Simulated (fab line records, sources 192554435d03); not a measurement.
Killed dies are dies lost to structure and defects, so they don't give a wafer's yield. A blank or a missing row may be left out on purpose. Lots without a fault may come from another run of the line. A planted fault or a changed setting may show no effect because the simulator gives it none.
fab line records | flow n5_finfet
record lots=6 wafers=18 last_day=17
route steps=1938 shown MOL_CONTACT_COAG@523 BEOL_M4@1111
lots that met no fault: from a run of the same line without faults
start_h: hours from the record's first day to the start of the lot's first wafer shown | wait_h: hours since the lot's step before | " the same as in the row above | L1.1+2: a row that stands for several wafers | - no value, or no start given | * or withheld: withheld | < > ~ a bound
route shown NAME@n: a module of which the file shows steps, and the number in the route of the first | usual: mean/standard deviation of fault-free wafers | same: alike in all rows | chamber/n: place in a boat | sites: the reading at each site | _std_site: their standard deviation | _edge_site: outer sites' mean less inner sites' | radius_mm: how far each site lies from the wafer's centre | mask NAME#n: copy n | behind: the tool/chamber that last shaped the wafer | hold: why the lot was held/for how many hours/how that ended | device: the transistor (n, p or np) that didn't switch | end of line: the same wafers' tests at the end of the route | a step without rows: its recipe alone | killed: dies lost to structure and defects at the first sort, not the wafer's yield | map: a wafer's dies, x killed, . not, _ none there
set.NAME: the setting as run; set.NAME@STEP: as run at that earlier step | model.NAME: the simulator's own value behind a step, which no gauge read
lots at some steps of the route; a table a step, a row a wafer
services: from which hour (start_h, from the record's first day; less than 0 if before it) a tool's chamber was out of use, for how many hours, and why
## steps
# step N5_MOL_CONTACT_COAG_EXPOSE_05
# recipe mask_id=CA na=0.33 source_shape=annular sigma_inner=0.4 sigma_outer=0.8 polarization=unpolarized defocus_nm=0 dose_mj=38.25
# step N5_MOL_CONTACT_COAG_PEB_06
# recipe peb_temp_c=100 peb_time_s=60 resist=CAR-EUV
# step N5_MOL_CONTACT_COAG_DEVELOP_07
# recipe develop_time_s=30 developer=TMAH resist=CAR-EUV rinse_liquid=surfactant_rinse dry=air_spin dev_temp_c=23
# step N5_MOL_CONTACT_COAG_CD_MEAS_08
# recipe target_cd_nm=28 landing_energy_ev=500 detector=se_inlens polarity=opening
# usual cd_nm=27.94/0.27
# columns lot.wafer tool chamber start_h wait_h cd_nm
L873.1 cd_sem-01 0 94.58 - 27.87
L873.4 " 0 " " 28.05
L873.5 " 0 " " 28.26
L874.1 cd_sem-02 0 102.94 - 27.84
L874.3 " 0 " " 28.56
L874.4 " 0 " " 28.15
L875.3 cd_sem-02 0 107.68 - 28.14
L875.4 " 0 " " 28.23
L875.6 " 0 " " 27.97
L884.1 cd_sem-02 0 158.73 - 27.87
L884.5 " 0 " " 27.95
L884.6 " 0 " " 28.33
L891.2 cd_sem-01 0 203.82 - 27.63
L891.5 " 0 " " 27.95
L891.6 " 0 " " 28.24
L894.4 cd_sem-01 0 222.76 - 27.74
L894.5 " 0 " " 28.43
L894.6 " 0 " " 28.36
# step N5_MOL_CONTACT_COAG_OVL_MEAS_09
# recipe points_per_wafer=522
# usual CA_OVL=0.3/0.62
# columns lot.wafer tool chamber start_h wait_h CA_OVL[nm]
L873.1 overlay-01 0 94.61 0.0 0.9
L873.4 " 0 " " -0.1
L873.5 " 0 " " 0.7
L874.1 overlay-01 0 102.97 0.0 0.9
L874.3 " 0 " " 0.5
L874.4 " 0 " " 1.4
L875.3 overlay-01 0 107.72 0.0 -1.2
L875.4 " 0 " " -0.3
L875.6 " 0 " " -0.5
L884.1 overlay-01 0 158.76 0.0 1.1
L884.5 " 0 " " 0.2
L884.6 " 0 " " -0.2
L891.2 overlay-02 0 203.85 0.0 -0.1
L891.5 " 0 " " -0.1
L891.6 " 0 " " 0.6
L894.4 overlay-02 0 222.81 0.0 1.5
L894.5 " 0 " " 0.6
L894.6 " 0 " " 1.0
# step N5_MOL_CONTACT_COAG_INSPECT_10
# recipe mode=adi inspect_instrument=brightfield
# usual raw_defect_count=76/32
# columns lot.wafer tool chamber start_h wait_h raw_defect_count
L873.1 defect_inspect-01 - 94.67 0.1 135
L873.4 " - " " 164
L873.5 " - " " 84
L874.1 defect_inspect-02 - 103.03 0.1 54
L874.3 " - " " 89
L874.4 " - " " 96
L875.3 defect_inspect-02 - 107.76 0.0 55
L875.4 " - " " 52
L875.6 " - " " 45
L884.1 defect_inspect-02 - 158.82 0.1 70
L884.5 " - " " 67
L884.6 " - " " 60
L891.2 defect_inspect-02 - 203.91 0.0 60
L891.5 " - " " 70
L891.6 " - " " 136
L894.4 defect_inspect-01 - 222.85 0.0 72
L894.5 " - " " 51
L894.6 " - " " 104
# step N5_MOL_CONTACT_COAG_DESCUM_13
# recipe chemistry=O2 time_s=7 source_power_w=50 bias_power_w=20 pressure_mtorr=20 rf_frequency_hz=2.712e+07 temp_c=40 resist=CAR-EUV o2_flow_sccm=225
# usual drypump_motor_current_A=5.9/0.38 oes_product_au=0.80/0.09 rf_vpp_V=243.3/1.1 showerhead_plenum_p_Torr=2.11/0.051 throttle_valve_pct=20.5/0.3
# columns lot.wafer tool chamber start_h wait_h drypump_motor_current_A oes_product_au rf_hours_counter_h rf_vpp_V showerhead_plenum_p_Torr throttle_valve_pct
L873.1 rie_diel-02 1 94.70 0.0 6.3 0.97 5 243.6 2.15 20.5
L873.4 " 2 " " 6.0 0.83 67 243.9 2.13 20.2
L873.5 " 0 " " 5.9 0.79 - 242.0 2.11 20.6
L874.1 rie_diel-04 3 103.06 0.0 5.2 0.73 210 242.6 2.06 20.7
L874.3 " 1 " " 6.5 0.86 42 241.6 2.04 20.3
L874.4 " 3 " " 5.2 0.72 - 243.5 2.06 20.7
L875.3 rie_diel-02 1 108.01 0.2 6.3 0.95 10 244.3 2.15 20.5
L875.4 " 0 " " 5.9 0.79 135 242.9 2.11 20.6
L875.6 " 1 " " 6.3 0.95 - 244.5 2.15 20.5
L884.1 rie_diel-02 1 158.85 0.0 6.3 0.89 29 243.7 2.15 20.5
L884.5 " 3 " " 5.6 0.71 - 244.6 2.14 20.4
L884.6 " 0 " " 5.9 0.77 - 242.9 2.10 20.7
L891.2 rie_diel-01 1 203.94 0.0 5.8 0.94 23 242.4 2.14 20.4
L891.5 " 2 " " 6.5 0.94 - 243.0 2.13 20.0
L891.6 " 3 " " 5.6 0.79 - 243.7 2.11 20.9
L894.4 rie_diel-04 1 223.26 0.4 6.6 0.81 - 241.7 2.03 20.4
L894.5 " 0 " " 5.8 0.89 - 244.9 2.13 19.9
L894.6 " 3 " " 5.2 0.69 - 242.0 2.05 20.8
# step N5_MOL_CONTACT_COAG_ETCH_59
# recipe chemistry=N2/H2 target=underlayer target_depth_a=130 mask_material=CAR-EUV time_s=10.4 ion_energy_ev=200 pressure_mtorr=30 source_w=840 bias_w=150 n2_flow_sccm=200 h2_flow_sccm=200 ends=cleared
# usual bias_w=149.9/0.43 chamber_pressure_mTorr=30.003/0.029 drypump_motor_current_A=5.9/0.39 etch_rf_on_time_s=10.48/0.27 n2_flow_sccm=200.1/0.56 oes_product_au=0.68/0.076 rf_vpp_V=524.2/2 showerhead_plenum_p_Torr=2.55/0.066 throttle_valve_pct=17.9/0.31
# columns lot.wafer tool chamber start_h wait_h bias_w chamber_pressure_mTorr drypump_motor_current_A etch_rf_on_time_s n2_flow_sccm oes_product_au rf_hours_counter_h rf_vpp_V showerhead_plenum_p_Torr throttle_valve_pct
L873.1 rie_diel-02 1 94.74 0.0 149.8 30.013 6.3 10.23 200.4 0.80 5 525.1 2.60 17.8
L873.4 " 2 " " 150.0 30.014 6.0 10.42 200.2 0.70 67 525.6 2.58 17.5
L873.5 " 0 " " 149.1 30.056 5.9 10.12 200.1 0.67 - 524.7 2.57 18.1
L874.1 rie_diel-04 3 103.10 0.0 150.0 29.999 5.2 10.69 200.5 0.61 210 523.9 2.53 18.4
L874.3 " 1 " " 150.3 30.047 6.6 10.71 199.8 0.73 42 522.8 2.48 17.7
L874.4 " 3 " " 149.6 29.971 5.2 10.73 200.6 0.61 - 523.3 2.53 18.4
L875.3 rie_diel-02 1 108.04 0.0 150.0 29.996 6.3 10.35 200.0 0.78 10 524.6 2.60 17.8
L875.4 " 0 " " 150.2 30.007 5.9 10.31 200.7 0.66 135 523.9 2.56 18.1
L875.6 " 1 " " 150.0 30.007 6.3 10.35 199.9 0.78 - 525.8 2.60 17.8
L884.1 rie_diel-02 1 158.89 0.0 149.8 29.993 6.3 10.33 200.5 0.75 29 525.3 2.59 17.8
L884.5 " 3 " " 148.6 29.957 5.6 10.51 200.3 0.61 - 526.0 2.61 17.8
L884.6 " 0 " " 150.2 30.014 5.9 10.37 200.0 0.65 - 524.2 2.56 18.1
L891.2 rie_diel-01 1 203.98 0.0 149.6 30.031 5.8 10.30 199.0 0.80 23 526.7 2.61 17.8
L891.5 " 2 " " 150.1 29.993 6.5 10.28 200.2 0.80 - 525.5 2.59 17.4
L891.6 " 3 " " 149.2 29.982 5.6 9.96 200.0 0.69 - 523.8 2.56 18.3
L894.4 rie_diel-04 1 223.29 0.0 150.0 29.975 6.6 10.65 200.3 0.70 - 522.4 2.47 17.8
L894.5 " 0 " " 149.2 30.044 5.9 10.09 200.0 0.77 - 524.8 2.59 17.4
L894.6 " 3 " " 149.9 30.009 5.2 10.73 199.8 0.59 - 522.6 2.51 18.4
# step N5_MOL_CONTACT_COAG_ETCH_105
# recipe chemistry=CF4 target=SiARC target_depth_a=156 mask_material=CAR-EUV time_s=26 ion_energy_ev=80 pressure_mtorr=40 source_w=545 bias_w=36 Ar_flow_sccm=100 cf4_flow_sccm=100 ends=cleared
# usual bias_w=35.99/0.11 cf4_flow_sccm=100.02/0.3 drypump_motor_current_A=5.9/0.38 etch_rf_on_time_s=26.1/0.68 oes_product_au=0.68/0.077 rf_vpp_V=184.1/1.1 showerhead_plenum_p_Torr=2.15/0.056 throttle_valve_pct=15.67/0.29
# columns lot.wafer tool chamber start_h wait_h bias_w cf4_flow_sccm drypump_motor_current_A etch_rf_on_time_s oes_product_au rf_hours_counter_h rf_vpp_V showerhead_plenum_p_Torr throttle_valve_pct
L873.1 rie_diel-02 1 94.76 0.0 36.12 99.28 6.3 25.4 0.81 5 184.4 2.20 15.58
L873.4 " 2 " " 36.05 100.56 6.0 25.9 0.71 67 185.3 2.18 15.33
L873.5 " 0 " " 35.93 99.57 5.9 25.2 0.68 - 184.1 2.13 15.64
L874.1 rie_diel-04 3 103.12 0.0 36.05 99.86 5.2 26.4 0.61 210 183.6 2.12 16.01
L874.3 " 1 " " 36.02 100.10 6.6 26.6 0.73 42 183.2 2.08 15.43
L874.4 " 3 " " 36.03 100.66 5.2 26.4 0.62 - 183.8 2.12 16.01
L875.3 rie_diel-02 1 108.06 0.0 35.94 100.05 6.3 25.9 0.79 10 185.8 2.19 15.56
L875.4 " 0 " " 35.99 99.91 5.9 25.4 0.67 135 182.7 2.13 15.65
L875.6 " 1 " " 35.76 100.25 6.3 25.8 0.79 - 184.3 2.19 15.58
L884.1 rie_diel-02 1 158.91 0.0 35.92 100.24 6.3 25.8 0.75 29 184.9 2.19 15.62
L884.5 " 3 " " 36.06 99.66 5.6 26.5 0.62 - 184.1 2.21 15.74
L884.6 " 0 " " 35.85 99.70 5.9 25.7 0.64 - 184.2 2.12 15.70
L891.2 rie_diel-01 1 204.00 0.0 35.86 99.77 5.8 25.6 0.79 23 184.4 2.18 15.40
L891.5 " 2 " " 36.05 99.78 6.5 26.1 0.80 - 184.4 2.19 15.29
L891.6 " 3 " " 36.03 99.72 5.6 25.0 0.69 - 184.5 2.16 15.95
L894.4 rie_diel-04 1 223.31 0.0 35.85 100.03 6.6 26.7 0.69 - 184.2 2.07 15.52
L894.5 " 0 " " 35.98 99.79 5.9 25.4 0.76 - 184.2 2.17 15.06
L894.6 " 3 " " 35.95 99.88 5.2 26.6 0.59 - 183.5 2.11 16.08
# step N5_MOL_CONTACT_COAG_ETCH_106
# recipe chemistry=N2/H2 target=SOC target_depth_a=800 overetch_a=160 mask_material=SiARC temp_c=40 time_s=120 ion_energy_ev=200 pressure_mtorr=30 source_w=840 bias_w=150 n2_flow_sccm=200 h2_flow_sccm=200
# usual bias_w=150.0/0.39 chamber_pressure_mTorr=30.002/0.027 drypump_motor_current_A=5.9/0.38 n2_flow_sccm=200.0/0.64 oes_product_au=0.71/0.075 rf_vpp_V=524.3/1.9 showerhead_plenum_p_Torr=2.55/0.066 throttle_valve_pct=17.9/0.31
# columns lot.wafer tool chamber start_h wait_h bias_w chamber_pressure_mTorr drypump_motor_current_A n2_flow_sccm oes_product_au rf_hours_counter_h rf_vpp_V showerhead_plenum_p_Torr throttle_valve_pct
L873.1 rie_diel-02 1 94.79 0.0 150.0 29.982 6.3 199.9 0.83 5 525.8 2.60 17.8
L873.4 " 2 " " 150.2 29.987 6.0 199.8 0.75 67 525.4 2.58 17.5
L873.5 " 0 " " 149.8 30.027 5.9 199.1 0.69 - 523.8 2.57 18.1
L874.1 rie_diel-04 3 103.15 0.0 149.7 29.998 5.2 200.8 0.65 210 523.2 2.52 18.3
L874.3 " 1 " " 150.2 30.015 6.6 199.8 0.77 42 522.4 2.48 17.7
L874.4 " 3 " " 149.9 29.962 5.2 200.8 0.65 - 522.4 2.52 18.3
L875.3 rie_diel-02 1 108.09 0.0 149.9 30.073 6.3 199.7 0.82 10 526.6 2.60 17.8
L875.4 " 0 " " 149.9 29.999 5.9 199.4 0.69 135 525.2 2.56 18.1
L875.6 " 1 " " 150.2 29.970 6.3 200.4 0.82 - 525.4 2.60 17.8
L884.1 rie_diel-02 1 158.94 0.0 150.0 29.986 6.3 200.4 0.77 29 525.0 2.59 17.8
L884.5 " 3 " " 149.7 30.006 5.6 199.9 0.64 - 526.9 2.61 17.8
L884.6 " 0 " " 150.3 30.005 5.9 199.8 0.67 - 524.4 2.56 18.1
L891.2 rie_diel-01 1 204.02 0.0 150.0 30.036 5.8 200.0 0.82 23 525.3 2.61 17.8
L891.5 " 2 " " 150.3 30.013 6.4 200.7 0.83 - 526.6 2.59 17.4
L891.6 " 3 " " 149.7 30.014 5.6 201.1 0.70 - 524.1 2.56 18.3
L894.4 rie_diel-04 1 223.36 0.0 150.2 29.991 6.6 199.6 0.73 - 521.7 2.47 17.8
L894.5 " 0 " " 149.7 29.993 5.9 199.8 0.80 - 525.7 2.59 17.3
L894.6 " 3 " " 150.2 29.940 5.2 200.6 0.63 - 522.6 2.51 18.4
# step N5_MOL_CONTACT_COAG_STRIP_107
# recipe chemistry=N2/H2 temp_c=40 n2_flow_sccm=200 h2_flow_sccm=200 rf_frequency_hz=6e+07
# step N5_MOL_CONTACT_COAG_STRIP_108
# recipe chemistry=N2/H2 temp_c=40 n2_flow_sccm=200 h2_flow_sccm=200 rf_frequency_hz=6e+07
# step N5_MOL_CONTACT_COAG_CONTACT_ETCH_14
# recipe chemistry=C4F6/O2 target=SiO2 target_depth_a=275 overetch_a=85 mask_material=SOC pressure_mtorr=30 source_w=370 bias_w=185 Ar_flow_sccm=300 C4F6_flow_sccm=16 O2_flow_sccm=10 time_s=20 ion_energy_ev=259.6
# usual C4F6_flow_sccm=16.00/0.05 O2_flow_sccm=10.00/0.031 bias_w=185.0/0.55 drypump_motor_current_A=5.9/0.38 oes_f_703_au=0.79/0.086 oes_product_au=0.68/0.07 rf_vpp_V=693.0/2.5 showerhead_plenum_p_Torr=2.89/0.077 throttle_valve_pct=21.33/0.28
# columns lot.wafer tool chamber start_h wait_h C4F6_flow_sccm O2_flow_sccm bias_w drypump_motor_current_A oes_f_703_au oes_product_au rf_hours_counter_h rf_vpp_V showerhead_plenum_p_Torr throttle_valve_pct model.SiARC_of_MOL_CONTACT_COAG_COAT_104.thk_nm model.SOC_of_MOL_CONTACT_COAG_COAT_103.thk_nm
L873.1 rie_diel-02 1 94.89 0.0 16.11 10.00 185.6 6.3 0.93 0.80 5 694.7 2.96 21.36 0 78.2
L873.4 " 2 " " 16.07 10.01 184.3 6.0 0.82 0.70 67 695.2 2.91 20.90 0 78.4
L873.5 " 0 " " 15.98 9.97 184.6 5.9 0.79 0.66 - 693.6 2.87 21.34 0 78.2
L874.1 rie_diel-04 3 103.25 0.0 - - - - - - - - - - 6.4 79.8
L874.3 " 1 " " - - - - - - - - - - 6.6 79.4
L874.4 " 3 " " - - - - - - - - - - 6.4 80
L875.3 rie_diel-02 1 108.19 0.0 - - - - - - - - - - 6.4 79.8
L875.4 " 0 " " - - - - - - - - - - 6.2 79.8
L875.6 " 1 " " - - - - - - - - - - 6.4 79.8
L884.1 rie_diel-02 1 159.04 0.0 16.03 9.99 185.7 6.3 0.87 0.74 29 696.1 2.95 21.38 0 78.6
L884.5 " 3 " " 16.03 10.04 185.0 5.6 0.72 0.61 - 695.7 2.97 21.36 0 78.8
L884.6 " 0 " " 15.96 9.99 185.5 5.9 0.77 0.64 - 691.9 2.86 21.36 0 78.6
L891.2 rie_diel-01 1 204.12 0.0 15.95 9.96 185.1 5.8 0.88 0.78 23 695.4 2.94 21.18 0 78
L891.5 " 2 " " 16.01 9.95 185.6 6.4 0.91 0.80 - 696.0 2.95 21.03 0 78
L891.6 " 3 " " 16.06 9.96 184.9 5.6 0.80 0.66 - 693.1 2.91 21.71 0 78.2
L894.4 rie_diel-04 1 223.44 0.0 15.96 9.99 185.0 6.5 0.83 0.70 - 688.8 2.80 21.24 0 78.6
L894.5 " 0 " " 16.02 9.98 184.5 5.9 0.91 0.75 - 692.8 2.92 20.73 0 78.6
L894.6 " 3 " " 15.88 10.00 184.4 5.2 0.68 0.59 - 691.9 2.83 21.68 0 78.4
# step N5_MOL_CONTACT_COAG_STRIP_109
# recipe chemistry=C4F6/O2 resist=SiARC rf_frequency_hz=6e+07
# step N5_MOL_CONTACT_COAG_ETCH_15
# recipe chemistry=CH3F/O2 target=SiNx target_depth_a=70 mask_material=SOC stop_on=Si:P over_etch_frac=0.75 ion_energy_ev=120 pressure_mtorr=30 source_w=395 bias_w=73 Ar_flow_sccm=150 CH3F_flow_sccm=30 O2_flow_sccm=20
# usual CH3F_flow_sccm=30.00/0.085 O2_flow_sccm=20.00/0.058 bias_w=72.96/0.2 drypump_motor_current_A=5.9/0.38 oes_f_703_au=0.79/0.086 oes_product_au=0.58/0.061 rf_vpp_V=297/4.9 showerhead_plenum_p_Torr=2.01/0.056 throttle_valve_pct=16.39/0.28
# columns lot.wafer tool chamber start_h wait_h CH3F_flow_sccm O2_flow_sccm bias_w drypump_motor_current_A oes_f_703_au oes_product_au rf_hours_counter_h rf_vpp_V showerhead_plenum_p_Torr throttle_valve_pct
L873.1 rie_diel-02 1 94.92 0.0 30.12 19.98 72.73 6.3 0.93 0.68 5 294 2.06 16.35
L873.4 " 2 " " 30.01 20.05 73.05 6.0 0.81 0.61 67 291 2.03 15.99
L873.5 " 0 " " 29.99 20.02 73.14 5.9 0.78 0.56 - 295 2.00 16.43
L874.1 rie_diel-04 3 103.28 0.0 29.98 20.01 73.02 5.2 0.70 0.27 210 298 1.98 16.70
L874.3 " 1 " " 29.84 20.01 72.58 6.5 0.87 0.33 42 293 1.95 16.17
L874.4 " 3 " " 30.00 20.03 72.72 5.2 0.71 0.27 - 299 1.98 16.68
L875.3 rie_diel-02 1 108.22 0.0 30.13 20.00 72.95 6.3 0.92 0.34 10 293 2.06 16.31
L875.4 " 0 " " 30.05 19.98 72.79 5.9 0.78 0.29 135 294 2.00 16.42
L875.6 " 1 " " 30.21 19.95 72.96 6.3 0.92 0.34 - 295 2.06 16.32
L884.1 rie_diel-02 1 159.07 0.0 29.81 20.01 72.85 6.3 0.87 0.63 29 294 2.05 16.37
L884.5 " 3 " " 30.01 19.89 73.06 5.6 0.72 0.53 - 304 2.07 16.47
L884.6 " 0 " " 29.96 20.09 72.87 5.9 0.76 0.55 - 296 1.99 16.50
L891.2 rie_diel-01 1 204.16 0.0 30.00 20.03 73.07 5.8 0.89 0.67 23 300 2.04 16.19
L891.5 " 2 " " 30.01 19.95 72.99 6.5 0.92 0.68 - 306 2.05 16.03
L891.6 " 3 " " 29.95 20.09 72.91 5.6 0.79 0.57 - 304 2.02 16.69
L894.4 rie_diel-04 1 223.49 0.0 29.94 20.02 73.25 6.6 0.82 0.60 - 295 1.94 16.29
L894.5 " 0 " " 29.93 19.97 72.53 5.9 0.90 0.65 - 293 2.03 15.84
L894.6 " 3 " " 29.95 19.99 73.13 5.2 0.68 0.52 - 299 1.96 16.79
# step N5_MOL_CONTACT_COAG_ETCH_110
# recipe chemistry=CF4/O2 target=Si target_depth_a=25 time_s=8 pressure_mtorr=100 source_w=200 bias_w=12 ion_energy_ev=60 Ar_flow_sccm=100 cf4_flow_sccm=100 O2_flow_sccm=10
# usual O2_flow_sccm=10.00/0.031 bias_w=12.00/0.034 drypump_motor_current_A=5.9/0.38 oes_f_703_au=0.79/0.087 oes_product_au=0.79/0.09 rf_vpp_V=127.7/2.4 showerhead_plenum_p_Torr=2.23/0.057 throttle_valve_pct=10.8/0.33
# columns lot.wafer tool chamber start_h wait_h O2_flow_sccm bias_w drypump_motor_current_A oes_f_703_au oes_product_au rf_hours_counter_h rf_vpp_V showerhead_plenum_p_Torr throttle_valve_pct model.SOC_of_MOL_CONTACT_COAG_COAT_103.thk_nm
L873.1 rie_diel-02 1 94.98 0.0 9.99 11.98 6.3 0.93 0.94 5 125.5 2.28 10.6 73.2
L873.4 " 2 " " 9.99 12.03 6.0 0.81 0.82 67 124.5 2.26 10.5 73.4
L873.5 " 0 " " 9.97 12.07 5.9 0.78 0.79 - 128.3 2.22 10.8 73.2
L874.1 rie_diel-04 3 103.34 0.0 10.01 12.05 5.2 0.70 0.72 210 128.9 2.20 11.2 75
L874.3 " 1 " " 10.00 11.97 6.6 0.87 0.86 42 124.8 2.17 10.5 74.6
L874.4 " 3 " " 10.08 11.99 5.2 0.70 0.72 - 129.8 2.20 11.2 75.2
L875.3 rie_diel-02 1 108.28 0.0 10.04 11.96 6.2 0.91 0.93 10 125.9 2.28 10.6 75
L875.4 " 0 " " 10.03 11.96 5.9 0.78 0.78 135 125.8 2.21 10.8 75
L875.6 " 1 " " 9.99 11.92 6.2 0.92 0.93 - 126.1 2.28 10.6 74.8
L884.1 rie_diel-02 1 159.13 0.0 10.03 11.96 6.3 0.87 0.87 29 125.5 2.27 10.6 73.6
L884.5 " 3 " " 9.97 11.99 5.6 0.72 0.72 - 130.4 2.29 11.0 74
L884.6 " 0 " " 9.96 11.99 5.9 0.77 0.75 - 126.2 2.21 10.9 73.6
L891.2 rie_diel-01 1 204.22 0.0 10.02 11.96 5.8 0.89 0.93 23 127.8 2.27 10.4 73.2
L891.5 " 2 " " 10.01 12.00 6.5 0.91 0.95 - 131.7 2.27 10.4 73
L891.6 " 3 " " 10.01 11.99 5.6 0.79 0.80 - 131.5 2.24 11.1 73.2
L894.4 rie_diel-04 1 223.54 0.0 9.95 11.99 6.6 0.82 0.81 - 126.2 2.16 10.6 73.8
L894.5 " 0 " " 10.00 12.03 5.8 0.91 0.90 - 125.3 2.25 10.2 73.6
L894.6 " 3 " " 10.00 12.03 5.2 0.68 0.69 - 128.9 2.19 11.3 73.6
# step N5_MOL_CONTACT_COAG_STRIP_98
# recipe chemistry=N2/H2 power_w=500 temp_c=40 pressure_mtorr=50 rf_frequency_hz=6e+07 overash_fraction=0.3 bias_power_w=8 h2_frac=0.5 n2_flow_sccm=300 h2_flow_sccm=300
# usual drypump_motor_current_A=5.9/0.38 n2_flow_sccm=300.1/0.99 oes_product_au=0.80/0.091 rf_vpp_V=54.3/1.5 showerhead_plenum_p_Torr=3.37/0.084 throttle_valve_pct=19.0/0.42
# columns lot.wafer tool chamber start_h wait_h drypump_motor_current_A n2_flow_sccm oes_product_au rf_hours_counter_h rf_vpp_V showerhead_plenum_p_Torr throttle_valve_pct
L873.1 rie_diel-02 1 95.03 0.0 6.3 301.7 0.96 5 52.5 3.43 18.8
L873.4 " 2 " " 6.0 300.1 0.85 67 53.9 3.40 18.7
L873.5 " 0 " " 5.9 299.7 0.80 - 55.9 3.39 19.2
L874.1 rie_diel-04 3 103.39 0.0 5.2 298.6 0.73 210 56.1 3.34 19.6
L874.3 " 1 " " 6.6 300.4 0.86 42 52.4 3.28 18.8
L874.4 " 3 " " 5.2 299.1 0.72 - 50.6 3.34 19.6
L875.3 rie_diel-02 1 108.33 0.0 6.3 299.4 0.95 10 54.3 3.43 18.8
L875.4 " 0 " " 5.9 301.1 0.79 135 54.1 3.39 19.3
L875.6 " 1 " " 6.3 298.2 0.94 - 56.5 3.43 18.8
L884.1 rie_diel-02 1 159.18 0.0 6.3 299.4 0.89 29 53.5 3.42 18.9
L884.5 " 3 " " 5.6 300.4 0.70 - 55.8 3.44 18.7
L884.6 " 0 " " 5.9 300.6 0.77 - 55.4 3.37 19.3
L891.2 rie_diel-01 1 204.27 0.0 5.8 299.9 0.92 23 55.8 3.44 18.8
L891.5 " 2 " " 6.5 301.6 0.94 - 55.5 3.42 18.2
L891.6 " 3 " " 5.7 301.4 0.80 - 52.8 3.38 19.6
L894.4 rie_diel-04 1 223.59 0.0 6.6 299.5 0.80 - 53.5 3.26 18.9
L894.5 " 0 " " 5.9 300.0 0.89 - 57.3 3.43 18.4
L894.6 " 3 " " 5.2 300.4 0.69 - 53.7 3.32 19.6
# step N5_MOL_CONTACT_COAG_CD_MEAS_99
# recipe target_cd_nm=17.2 polarity=opening
# usual cd_nm=17.1/0.36
# columns lot.wafer tool chamber start_h wait_h cd_nm
L873.1 cd_sem-01 - 95.10 - 17.5
L873.4 " - " " 17.3
L873.5 " - " " 17.4
L874.1 cd_sem-01 - 103.46 - -
L874.3 " - " " -
L874.4 " - " " -
L875.3 cd_sem-03 - 108.41 - -
L875.4 " - " " -
L875.6 " - " " -
L884.1 cd_sem-03 - 159.25 - 17.1
L884.5 " - " " 16.6
L884.6 " - " " 17.0
L891.2 cd_sem-03 - 204.34 - 16.5
L891.5 " - " " 17.0
L891.6 " - " " 16.9
L894.4 cd_sem-03 - 223.64 - 17.6
L894.5 " - " " 17.3
L894.6 " - " " 17.4
# step N5_MOL_CONTACT_COAG_IMPLANT_129
# recipe species=Ge energy_kev=3 dose_cm2=6e+14 tilt_deg=0 rotation_deg=0
# step N5_BEOL_M4_RC_MEAS_101
# usual DIBL_N=36.6/2.1 DIBL_P=36.3/2.2 IOFF_N=0.16/0.036 IOFF_P=0.21/0.038 ION_N=671/12 ION_P=460/7.5 SS_N=71.8/0.72 SS_P=73.3/0.72 VT_N=250/3.2 VT_P=-250/3.5
# columns lot.wafer tool chamber start_h wait_h DIBL_N[mV/V] DIBL_P[mV/V] IOFF_N[nA/um] IOFF_P[nA/um] ION_N[uA/um] ION_P[uA/um] SS_N[mV/dec] SS_P[mV/dec] VT_N[mV] VT_P[mV]
L873.1 prober-01 0 171.68 0.0 42.0 39.6 0.24 0.30 681 466 73.4 74.4 247 -244
L873.4 " 0 " " 36.9 33.8 0.14 0.20 661 455 71.7 73.2 252 -249
L873.5 " 0 " " 37.6 34.7 0.16 0.23 671 466 71.6 73.2 252 -248
L884.1 prober-01 0 227.04 0.0 38.6 38.7 0.20 0.24 673 466 72.2 73.7 247 -247
L884.5 " 0 " " 36.8 36.3 0.17 0.21 682 465 71.4 73.0 246 -249
L884.6 " 0 " " 38.1 38.7 0.19 0.25 665 456 72.6 73.9 247 -248
L891.2 prober-01 0 279.81 0.2 36.2 35.8 0.13 0.17 669 456 71.2 73.1 252 -254
L891.5 " 0 " " 36.2 36.4 0.13 0.18 672 461 70.8 73.5 253 -254
L891.6 " 0 " " 37.1 36.6 0.13 0.18 657 451 72.1 73.1 258 -254
L894.4 prober-01 0 300.26 0.5 38.9 36.7 0.17 0.21 660 455 72.1 73.4 251 -252
L894.5 " 0 " " 38.5 36.4 0.18 0.20 693 468 71.3 73.2 248 -250
L894.6 " 0 " " 35.8 33.5 0.13 0.15 679 453 70.6 72.0 250 -253
## services
# columns tool chamber start_h hours kind
rie_diel-01 - 72.88 0.5 repair
rie_diel-04 0 86.02 - clean
rie_diel-04 0 86.02 - consumable_replace:focus_ring
rie_diel-04 0 86.02 22.5 scheduled_down
rie_diel-04 0 86.02 22.5 vent_cycle
rie_diel-01 1 118.84 - clean
rie_diel-01 1 118.84 - consumable_replace:focus_ring
rie_diel-01 1 118.84 22.1 scheduled_down
rie_diel-01 1 118.84 22.1 vent_cycle
rie_diel-04 3 133.21 1.2 repair
rie_diel-01 2 154.11 - clean
rie_diel-01 2 154.11 - consumable_replace:focus_ring
rie_diel-04 2 220.67 - clean
rie_diel-04 2 220.67 - consumable_replace:focus_ring
rie_diel-04 2 220.67 14.0 scheduled_down
rie_diel-04 2 220.67 14.0 vent_cycle
## key
first_sign step=N5_MOL_CONTACT_COAG_CONTACT_ETCH_14 reading=tool_record direction=missing
effect step=N5_MOL_CONTACT_COAG_ETCH_15 reading=oes_product_au direction=down sigmas=4.5 usual=0.58 struck=0.31
effect step=N5_MOL_CONTACT_COAG_CD_MEAS_99 reading=cd_nm direction=missing
model_effect step=N5_MOL_CONTACT_COAG_CONTACT_ETCH_14 value=SiARC_of_MOL_CONTACT_COAG_COAT_104.thk_nm without=0 struck=6.4
model_effect step=N5_MOL_CONTACT_COAG_ETCH_110 value=SOC_of_MOL_CONTACT_COAG_COAT_103.thk_nm without=73.43 struck=74.93
met_at N5_MOL_CONTACT_COAG_CONTACT_ETCH_14
struck_wafers L874.1,L874.3,L874.4,L875.3,L875.4,L875.6
later_rows_left_out L874.1,L874.3,L874.4,L875.3,L875.4,L875.6
sort_left_out L874.1,L874.3,L874.4,L875.3,L875.4,L875.6
tester_left_out L874,L875
onset_between 94.89 103.25
fault kind=skipped_step_whole tool=rie_diel-02,rie_diel-04 chamber=- onset_h=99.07 steps=N5_MOL_CONTACT_COAG_CONTACT_ETCH_14 scope=struck_lots_only
# tester_left_out: of these lots the tester's yield and bins aren't shown, on N5 and GAA mostly nor the transistor test; their killed dies are dies lost to structure and defects alone, not to doping, threshold or leakage, so they don't give the yield
# sort_left_out: the simulated sort isn't trusted on such a fault, so these wafers' sort isn't shown, and their yield isn't known
# later_rows_left_out: the simulator's readings of these wafers behind a module that went badly wrong aren't trusted and aren't shown, but for the sort
